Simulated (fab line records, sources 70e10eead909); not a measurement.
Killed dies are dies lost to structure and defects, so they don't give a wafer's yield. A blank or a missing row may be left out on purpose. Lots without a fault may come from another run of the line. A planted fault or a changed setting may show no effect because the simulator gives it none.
Chamber matching | flow nand_harc | NHARC_A_STAIRCASE_DESCUM_312 on rie_diel-02: 4 sister chambers
The step chemistry O2, time 3 s. 4 wafers are shown with their chamber, then 10 later ones without.

WAFERS WITH THEIR CHAMBER
wafer  | chamber | drypump_motor_current_A (A)
L089.4 | 1       | 5.9
L089.6 | 3       | 5.9
L090.2 | 0       | 6.4
L090.4 | 2       | 5.4

WAFERS WITHOUT THEIR CHAMBER
wafer  | drypump_motor_current_A (A)
L090.6 | 6.4
L094.2 | 5.9
L094.4 | 6.0
L094.6 | 5.4
L097.1 | 5.4
L097.2 | 5.9
L097.5 | 5.9
L096.3 | 5.9
L096.4 | 5.9
L096.5 | 6.4

WHICH CHAMBER EACH WENT THROUGH
wafer  | from the rows above     | in truth
L090.6 | 0                       | 0
L094.2 | can't be placed: 1 or 3 | 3
L094.4 | can't be placed: 1 or 3 | 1
L094.6 | 2                       | 2
L097.1 | 2                       | 2
L097.2 | can't be placed: 1 or 3 | 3
L097.5 | can't be placed: 1 or 3 | 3
L096.3 | can't be placed: 1 or 3 | 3
L096.4 | can't be placed: 1 or 3 | 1
L096.5 | 0                       | 0
Placed correctly: 4 of 10. Can't be placed from these rows: 6 (the true chamber is among the candidates in 6). Placed wrongly: 0.
How it was worked out, from the rows above alone: a wafer's distance from a chamber is the root of the sum, over the readings, of the square of ((its reading less the chamber's mean) divided by the reading's scatter). The wafer belongs to the nearest chamber; if the next one is less than 2 further off, it can't be placed. A chamber's mean is the mean of its shown wafers. The scatter: with one shown wafer a chamber, the root of the mean of the squares of how far each hidden wafer lies from its nearest shown one.
